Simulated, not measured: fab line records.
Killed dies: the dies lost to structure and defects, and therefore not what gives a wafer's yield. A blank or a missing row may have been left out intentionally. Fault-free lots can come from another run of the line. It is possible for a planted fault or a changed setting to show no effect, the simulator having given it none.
A lot that was struck, set against a sound lot | flow n5_finfet | 36 out of 1938 route steps
Sound: wafers L709.1, L709.4, L709.6. Struck: wafer L716.6 (left out: L716.2, a lot-mate that was not struck); the cause follows at the end.
Each step with rows lists, per side, the tool, then ch with its chambers, then its first start. Under that, the readings that differ: sound wafers | struck wafers | difference of the means | sigmas: that difference in standard deviations of wafers without a fault.
alike: readings with means less than 2 such deviations apart, plus words and numbers identical on both sides. not compared: withheld readings, readings lacking a value on some wafer, bounds such as >300 that could conceal the same value, and numbers that have no deviation in the record and whose values overlap.
Wherever a step has rows on one side only, a row that says differs or no value, or a row with sigmas, the two part there. Numbers that don't overlap but have no deviation are shown without sigmas and don't part them. Lack of a reading on every wafer of one side parts them only where that side has two or more wafers.

first, 9 steps without rows for these wafers: N5_MOL_CONTACT_COAG_SRD_128 (dry time 32 s); N5_MOL_CONTACT_COAG_CMP_52 (polishes, stops on SiO2, t overpolish 1.5 s, target thk 66.5 nm); N5_MOL_CONTACT_COAG_ANNEAL_112 (time 1800 s); N5_BEOL_M0_SAQP_PECVD_00 (deposits SiCN from 3MS/NH3, target thk 8 nm, time 14 s); N5_BEOL_M0_SAQP_ILD_DEP_01 (deposits SiOC from DEMS/O2, target thk 45.419 nm, time 8.7 s); N5_BEOL_M0_SAQP_HM_DEP_02 (deposits TiN, target thk 12 nm); N5_BEOL_M0_SAQP_PECVD_03 (deposits SiCN from 3MS/NH3, target thk 12 nm, time 21.1 s); N5_BEOL_M0_SAQP_PECVD_96 (deposits a-Si from SiH4/He, target thk 45 nm, time 45.2 s); N5_BEOL_M0_SAQP_PECVD_97 (deposits SiNx from SiH4/NH3/N2, target thk 23 nm, time 19.9 s).
N5_BEOL_M0_SAQP_PECVD_04: deposits a-Si from SiH4/He, target thk 60 nm, time 60.2 s.
  sound on pecvd-02 ch 0,1,2, day 6 20:31; struck on pecvd-02 ch 0, day 8 17:44
  reading                                         | sound          | struck | difference | sigmas
  model.a-Si_of_BEOL_M0_SAQP_PECVD_04.thk_nm (nm) | 59.2 60.2 60.4 | 67     | +7         |
  alike: heater_power_w, showerhead_plenum_p_Torr, showerhead_vpp_V, throttle_valve_pct
N5_BEOL_M0_SAQP_THK_MEAS_05:
  sound: film_metro-01 at day 6 20:37; struck: film_metro-01 at day 8 17:50
  reading     | sound          | struck | difference | sigmas
  thk_nm (nm) | 59.2 60.2 60.5 | 66.9   | +6.9       | +9
then, 15 steps without rows for these wafers: N5_BEOL_M0_SAQP_HM_DEP_111 (deposits SiO2 from SiH4/N2O, target thk 12 nm, time 7.2 s); N5_BEOL_M0_SAQP_COAT_81 (time 60 s, resist thk 100 nm); N5_BEOL_M0_SAQP_COAT_82 (time 60 s, resist thk 30 nm); N5_BEOL_M0_SAQP_COAT_08 (resist thk 90 nm); N5_BEOL_M0_SAQP_EBR_10; N5_BEOL_M0_SAQP_SOFTBAKE_09 (time 60 s); N5_BEOL_M0_SAQP_EXPOSE_11 (exposes mask M0 CORE, target cd 42 nm); N5_BEOL_M0_SAQP_PEB_12 (peb time 60 s); N5_BEOL_M0_SAQP_DEVELOP_13 (develop time 30 s); N5_BEOL_M0_SAQP_DESCUM_19 (chemistry O2, time 7.9 s); N5_BEOL_M0_SAQP_ETCH_83 (etches SiARC in CF4, target depth 39 nm, time 65 s); N5_BEOL_M0_SAQP_ETCH_84 (etches SOC in N2/H2, target depth 100 nm, overetch 20 nm, time 150 s); N5_BEOL_M0_SAQP_STRIP_80 (strips in N2/H2); N5_BEOL_M0_SAQP_HM_OPEN_112 (chemistry CHF3/O2, target SiO2, stops on a-Si, target depth 12 nm, time 13.5 s); N5_BEOL_M0_SAQP_STRIP_113 (strips in CHF3/O2).
N5_BEOL_M0_SAQP_MANDREL_ETCH_20: etches a-Si in HBr/Cl2, stops on SiNx, target depth 60 nm, bt time 10 s, time 30 s.
  sound on rie_si-02 ch 2,3, day 6 21:28; struck on rie_si-03 ch 1, day 8 19:37
  reading                  | sound             | struck | difference | sigmas
  oes_product_au (a.u.)    | 0.764 0.785 0.763 | 0.833  | +0.062     | +6
  model.etch.depth_nm (nm) | 59.16 60.09 60.46 | 66.94  | +7.04      |
  alike: drypump_motor_current_A, throttle_valve_pct
  not compared: rf_hours_counter_h
then, 5 steps without rows for these wafers: N5_BEOL_M0_SAQP_STRIP_86 (strips in N2/H2); N5_BEOL_M0_SAQP_STRIP_115 (strips in post etch residue remover, time 60 s); N5_BEOL_M0_SAQP_SRD_93 (time 30 s); N5_BEOL_M0_SAQP_RECESS_114 (chemistry HF/NH3, target SiO2, target depth 14.4 nm, afs cycles 3, sublimation time 60 s); N5_BEOL_M0_SAQP_SPACER1_ALD_98 (deposits SiO2, target thk 12.8 nm, pulse time 1 s, purge time 2 s).
N5_BEOL_M0_SAQP_SPACER1_ETCHBACK_99: etches SiO2 in CHF3/O2, target depth 15.4 nm, time 7.7 s.
  sound on rie_diel-04 ch 0,3, day 6 22:43; struck on rie_diel-03 ch 3, day 8 21:07
  reading                                         | sound          | struck | difference | sigmas
  drypump_motor_current_A (A)                     | 5.3 4.9 5.3    | 6.3    | +1.1       | +2
  oes_product_au (a.u.)                           | 0.76 0.75 0.75 | 0.97   | +0.22      | +3
  rf_vpp_V (V)                                    | 535 534 534    | 515    | -19        | -2
  model.a-Si_of_BEOL_M0_SAQP_PECVD_04.thk_nm (nm) | 58.6 59.4 59.8 | 66.4   | +7.1       |
  alike: showerhead_plenum_p_Torr, throttle_valve_pct
  not compared: rf_hours_counter_h
then, 1 step without rows for these wafers: N5_BEOL_M0_SAQP_MANDREL1_REMOVE_100 (chemistry HBr/Cl2/O2, target a-Si, stops on SiNx, bt time 10 s).
-- record jumps: 3 days separate the struck wafers' starts on either side; left off in module BEOL_M0_SAQP, taken up again in module BEOL_M4, whose first shown step is the route's number 1111 --
N5_BEOL_M4_RC_MEAS_101:
  sound on prober-02 ch 0, day 10 03:47; struck on prober-01 ch 0, day 11 19:07
  reading        | sound          | struck | difference | sigmas
  DIBL_P (mV/V)  | 39.3 39.3 39.9 | 35.0   | -4.5       | -2
  IOFF_P (nA/um) | 0.28 0.28 0.31 | 0.19   | -0.10      | -2
  ION_P (uA/um)  | 474 469 476    | 453    | -20        | -2
  VT_P (mV)      | -243 -246 -242 | -253   | -9         | -2
  alike: DIBL_N, IOFF_N, ION_N, SS_N, SS_P, VT_N
-- a jump in the record: the struck wafers' starts before and after are 5 days apart (it breaks off in module BEOL_M4 and resumes in module PASSIVATION, where the first step shown is number 1936 of the route) --
N5_PASSIVATION_PROBE_49:
  sound: prober-01 at day 14 18:54; struck: prober-01 at day 16 09:05
  reading               | sound       | struck | difference | sigmas
  killed_at_contacts    | 21 22 20    | 7      | -14        | -3
  killed_open           | 79 75 80    | 48     | -30        | -2
  sort_bin_6_memory (%) | 3.8 2.8 3.8 | 1.9    | -1.6       | -2
  alike: defect_limited_yield, killed_at_M0_to_M3, killed_at_M4_up, killed_at_front_end, killed_at_other, killed_dies, killed_short, sort_bin_4_leakage, sort_bin_5_function, sort_n_pass, sort_yield_pct

== WHERE THEY PART ==
Earliest at N5_BEOL_M0_SAQP_THK_MEAS_05; latest, in this record, at N5_PASSIVATION_PROBE_49.

WHY: whatever the simulator had introduced
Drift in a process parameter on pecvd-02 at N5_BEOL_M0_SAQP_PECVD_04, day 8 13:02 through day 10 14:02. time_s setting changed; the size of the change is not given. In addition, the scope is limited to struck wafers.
